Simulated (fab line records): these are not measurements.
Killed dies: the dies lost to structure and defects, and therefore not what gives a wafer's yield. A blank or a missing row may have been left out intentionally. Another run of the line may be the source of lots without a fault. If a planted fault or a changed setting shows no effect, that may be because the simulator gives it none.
A lot that was struck, set against a sound lot | flow nand-harc | 42 out of 1302 route steps
Sound: the wafers L702.1, L702.4, L702.6. Struck: wafer L713.6 (L713.3, L713.4, from the same lot, were not struck and are left out); the cause is given at the end.
Each step with rows lists, per side, the tool, then ch with its chambers, then its first start. Under that, the readings that differ: sound wafers | struck wafers | difference of the means | sigmas: that difference in standard deviations of wafers without a fault.
alike: words and numbers the same on both sides, and readings whose means are apart by under 2 such deviations; not compared: readings that were withheld, readings missing a value for some wafer, numbers with overlapping values and no deviation given by the record, and bounds like >300 which may hide the same value.
The two part at a step that has a row with sigmas, a row that says differs or no value, or rows on one side only. Numbers that have no deviation but don't overlap get no sigmas and don't part them. Lack of a reading on every wafer of one side parts them only where that side has two or more wafers.

NHARC_A_ONON_D2_THK_MEAS_21: measures by ellipsometry.
  sound on film-metro-01, day 13 06:28; struck on film-metro-02, day 17 09:44
  reading     | sound          | struck | difference | sigmas
  thk-nm (nm) | 1015 1015 1017 | 999    | -17        | -2
then, no rows for these wafers at 1 step: NHARC_A_ONON_D2_DEP_22 (target thk 1000 nm).
NHARC_A_ONON_D2_THK_MEAS_24: measures by ellipsometry.
  sound on film-metro-01, day 13 07:02; struck on film-metro-02, day 17 10:18
  reading     | sound       | struck | difference | sigmas
  thk-nm (nm) | 993 993 993 | 1020   | +27        | +3
then, no rows for these wafers at 1 step: NHARC_A_ONON_D2_DEP_25 (target thk 1000 nm).
NHARC_A_ONON_D2_THK_MEAS_27: measures by ellipsometry.
  sound on film-metro-02, day 13 07:36; struck on film-metro-01, day 17 11:00
  alike: thk-nm
then, no rows for these wafers at 1 step: NHARC_A_ONON_D2_DEP_28 (target thk 1000 nm).
NHARC_A_ONON_D2_THK_MEAS_30: measures by ellipsometry.
  sound on film-metro-01, day 13 08:10; struck on film-metro-01, day 17 11:34
  alike: thk-nm
then, 1 step without rows for these wafers: NHARC_A_ONON_D2_DEP_33 (deposits SiO2, target thk 200 nm).
NHARC_A_ONON_D2_THK_MEAS_34: measures by ellipsometry.
  sound on film-metro-01, day 13 08:38; struck on film-metro-01, day 17 12:04
  alike: thk-nm
NHARC_A_ONON_D2_INSPECT_32:
  sound on defect-inspect-01, day 13 08:42; struck on defect-inspect-01, day 17 12:08
  alike: raw-defect-count
NHARC_A_CHANNEL_HOLE_D2_DEP_00: deposits aC, target thk 3100 nm.
  sound on acl-dep-03 ch 0, day 13 08:46; struck on acl-dep-01 ch 0, day 17 13:22
  alike: throttle-valve-pct
NHARC_A_CHANNEL_HOLE_D2_DEP_01: deposits SiON, target thk 140 nm.
  sound on pecvd-03 ch 1,2, day 13 10:44; struck on pecvd-02 ch 0, day 17 14:42
  alike: heater-power-w, showerhead-vpp-V
then, 10 steps without rows for these wafers: NHARC_A_CHANNEL_HOLE_D2_DEHYDRATE_02 (time 120 s); NHARC_A_CHANNEL_HOLE_D2_HMDS_03 (time 30 s); NHARC_A_CHANNEL_HOLE_D2_COAT_36 (time 75 s); NHARC_A_CHANNEL_HOLE_D2_COAT_37 (time 65 s); NHARC_A_CHANNEL_HOLE_D2_COAT_04 (resist thk 90 nm); NHARC_A_CHANNEL_HOLE_D2_SOFTBAKE_05 (time 55 s); NHARC_A_CHANNEL_HOLE_D2_EBR_06; NHARC_A_CHANNEL_HOLE_D2_EXPOSE_07 (exposes mask HOLE D2, target cd 100 nm); NHARC_A_CHANNEL_HOLE_D2_PEB_08 (peb time 65 s); NHARC_A_CHANNEL_HOLE_D2_DEVELOP_09 (develop time 35 s).
NHARC_A_CHANNEL_HOLE_D2_CD_MEAS_10 targets a cd of 100 nm.
  sound on cd-sem-01 ch 0, day 13 11:18; struck on cd-sem-03 ch 0, day 17 15:23
  alike: cd-nm
NHARC_A_CHANNEL_HOLE_D2_OVL_MEAS_11:
  sound on overlay-01, day 13 11:23; struck on overlay-02, day 17 15:29
  alike: overlay-x-nm, overlay-y-nm
NHARC_A_CHANNEL_HOLE_D2_INSPECT_12:
  sound on defect-inspect-01, day 13 11:25; struck on defect-inspect-02, day 17 15:31
  alike: raw-defect-count
NHARC_A_CHANNEL_HOLE_D2_DESCUM_15: chemistry O2, time 3 s.
  sound on rie-diel-06 ch 0,1, day 13 11:29; struck on rie-diel-06 ch 2, day 17 15:34
  alike: drypump-motor-current-A, oes-product-au, rf-vpp-V, showerhead-plenum-p-Torr, throttle-valve-pct
  not compared: rf-hours-counter-h
then, 4 steps without rows for these wafers: NHARC_A_CHANNEL_HOLE_D2_ETCH_38 (etches the open film in CF4, target depth 39 nm, time 65 s); NHARC_A_CHANNEL_HOLE_D2_ETCH_39 (etches the open film in N2/H2, target depth 260 nm, time 325 s); NHARC_A_CHANNEL_HOLE_D2_ETCH_34 (etches the open film in CF4/CHF3, target depth 154 nm, time 77 s); NHARC_A_CHANNEL_HOLE_D2_ETCH_16 (etches the open film in O2/COS, target depth 3100 nm, time 806 s).
NHARC_A_CHANNEL_HOLE_D2_CD_MEAS_18:
  sound on cd-sem-01, day 13 12:35; struck on cd-sem-03, day 17 16:49
  alike: cd-nm
then, 4 steps without rows for these wafers: NHARC_A_CHANNEL_HOLE_D2_ETCH_19 (etches the open film in C4F8/O2/Ar, time 34.5 s); NHARC_A_CHANNEL_HOLE_D2_ETCH_20 (etches the open film in C4F8/O2/Ar, time 361.9 s, target depth 1600 nm); NHARC_A_CHANNEL_HOLE_D2_ETCH_21 (etches the open film in C4F8/O2/Ar, time 514.3 s, target depth 1600 nm); NHARC_A_CHANNEL_HOLE_D2_ETCH_22 (etches the open film in C4F8/O2/Ar, time 666.7 s, target depth 1600 nm).
NHARC_A_CHANNEL_HOLE_D2_ETCH_23: etches the open film in C4F8/O2/Ar, time 819 s, target depth 1600 nm.
  sound on har-etch-02 ch 0,1, day 13 14:06; struck on har-etch-02 ch 1, day 17 22:02
  reading                         | sound          | struck | difference | sigmas
  drypump-motor-current-A (A)     | 5.17 5.97 5.96 | 5.16   | -0.54      | -2
  showerhead-plenum-p-Torr (Torr) | 3.62 3.60 3.60 | 3.93   | +0.32      | +2
  alike: throttle-valve-pct
  not compared: rf-hours-counter-h
NHARC_A_CHANNEL_HOLE_D2_ETCH_24: etches the open film in C4F8/O2/Ar, time 906.2 s, target depth 1500 nm.
  sound on har-etch-02 ch 0,1, day 13 14:48; struck on har-etch-02 ch 1, day 17 22:45
  reading                         | sound          | struck | difference | sigmas
  drypump-motor-current-A (A)     | 5.22 5.97 5.97 | 5.18   | -0.54      | -2
  showerhead-plenum-p-Torr (Torr) | 3.62 3.59 3.59 | 3.92   | +0.32      | +2
  alike: throttle-valve-pct
  not compared: rf-hours-counter-h
NHARC_A_CHANNEL_HOLE_D2_ETCH_25: etches the open film in C4F8/O2/Ar, time 1040.2 s, target depth 1500 nm.
  sound on har-etch-02 ch 0,1, day 13 15:34; struck on har-etch-02 ch 1, day 17 23:34
  reading                         | sound          | struck | difference | sigmas
  showerhead-plenum-p-Torr (Torr) | 3.61 3.59 3.59 | 3.92   | +0.32      | +2
  alike: drypump-motor-current-A, throttle-valve-pct
  not compared: rf-hours-counter-h
then, 3 steps without rows for these wafers: NHARC_A_CHANNEL_HOLE_D2_ETCH_26 (etches the open film in C4F8/O2/Ar, time 224.1 s, target depth 300 nm); NHARC_A_CHANNEL_HOLE_D2_ETCH_27 (etches the open film in C4F8/O2/Ar, time 90 s, target depth 400 nm); NHARC_A_CHANNEL_HOLE_D2_STRIP_41 (strips in N2/H2).
-- break in the record here, with 11 days between the starts of the struck wafers on either side (left off in module A_CHANNEL_HOLE_D2, picked up again in module END, where the first step shown is number 1302 on the route) --
NHARC_END_SORT_01:
  sound on prober-02 ch 0, day 25 03:43; struck on prober-02 ch 0, day 28 18:13
  reading             | sound    | struck                    | difference                   | sigmas
  hold                | - - -    | await-dispo/10.7h/release | no value on the sound wafers |
  killed-at-array     | 52 41 50 | 623                       | +575                         | +30
  killed-at-periphery | 8 5 4    | 1                         | -5                           | -2
  killed-dies         | 60 46 54 | 624                       | +571                         | +30
  alike: killed-at-other, killed-open, killed-short

## WHERE THEY PART
Earliest at NHARC_A_ONON_D2_THK_MEAS_21; latest, in this record, at NHARC_END_SORT_01.

WHY: the cause the simulator had injected
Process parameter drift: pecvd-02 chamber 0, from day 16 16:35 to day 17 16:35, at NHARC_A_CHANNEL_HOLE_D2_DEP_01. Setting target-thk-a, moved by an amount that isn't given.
